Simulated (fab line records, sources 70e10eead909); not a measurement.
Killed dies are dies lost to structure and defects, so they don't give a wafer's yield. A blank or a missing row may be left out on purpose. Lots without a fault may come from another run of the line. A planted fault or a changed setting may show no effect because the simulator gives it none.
Chamber matching | flow nand_harc | NHARC_P_STI_CMP_21 on cmp-04: 4 sister chambers
The step polishes, t overpolish 20 s, target thk 380.67 nm. 14 wafers are shown with their chamber, then 7 later ones without.

WAFERS WITH THEIR CHAMBER
wafer  | chamber | motor_current_A (A) | overpolish_run_s (s) | slurry_filter_dp_kPa (kPa)
L374.3 | 2       | 10.9                | 20.003               | 13.13
L374.4 | 3       | 13.1                | 19.979               | 13.62
L374.6 | 2       | 11.6                | 20.004               | 13.28
L376.1 | 1       | 11.7                | 19.986               | 13.58
L376.3 | 0       | 11.2                | 20.011               | 13.57
L376.4 | 2       | 11.0                | 20.015               | 13.54
L380.1 | 2       | 11.0                | 19.999               | 13.13
L380.5 | 3       | 13.1                | 20.002               | 13.65
L380.6 | 2       | 11.4                | 20.002               | 13.63
L384.2 | 2       | 11.3                | 20.000               | 13.45
L384.3 | 1       | 11.7                | 20.003               | 13.79
L384.5 | 0       | 11.0                | 20.020               | 13.51
L392.1 | 3       | 13.6                | 19.992               | 13.39
L392.4 | 0       | 11.2                | 20.008               | 13.70

SIGNATURES (means of the wafers above)
reading              | chamber 0 | chamber 1 | chamber 2 | chamber 3 | scatter within a chamber
motor_current_A      | 11.133    | 11.700    | 11.200    | 13.267    | 0.239
overpolish_run_s     | 20.01300  | 19.99450  | 20.00383  | 19.99100  | 0.0081
slurry_filter_dp_kPa | 13.5933   | 13.6850   | 13.3600   | 13.5533   | 0.175
Rule: a wafer's distance from a chamber is the root of the sum, over the readings, of the square of ((its reading less the chamber's mean) divided by the reading's scatter). The wafer belongs to the nearest chamber; if the next one is less than 2 further off, it can't be placed. The scatter: the root of (the sum of the squares of (reading less its chamber's mean) over the shown wafers, divided by (wafers less chambers)).

WAFERS WITHOUT THEIR CHAMBER
wafer  | motor_current_A (A) | overpolish_run_s (s) | slurry_filter_dp_kPa (kPa)
L392.6 | 11.1                | 20.001               | 13.52
L393.1 | 13.3                | 20.001               | 13.71
L393.2 | 10.5                | 19.997               | 13.49
L393.5 | 11.6                | 19.995               | 13.55
L395.1 | 11.8                | 19.987               | 13.26
L395.4 | 10.6                | 20.004               | 13.38
L395.6 | 10.8                | 19.999               | 13.59

WHICH CHAMBER EACH WENT THROUGH
wafer  | from the rows above          | in truth
L392.6 | can't be placed: 2 or 0 or 1 | 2
L393.1 | 3                            | 3
L393.2 | can't be placed: 2 or 0      | 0
L393.5 | can't be placed: 1 or 2      | 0
L395.1 | can't be placed: 1 or 2      | 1
L395.4 | can't be placed: 2 or 0      | 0
L395.6 | can't be placed: 2 or 0 or 1 | 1
Placed correctly: 1 of 7. Can't be placed from these rows: 6 (the true chamber is among the candidates in 5). Placed wrongly: 0.
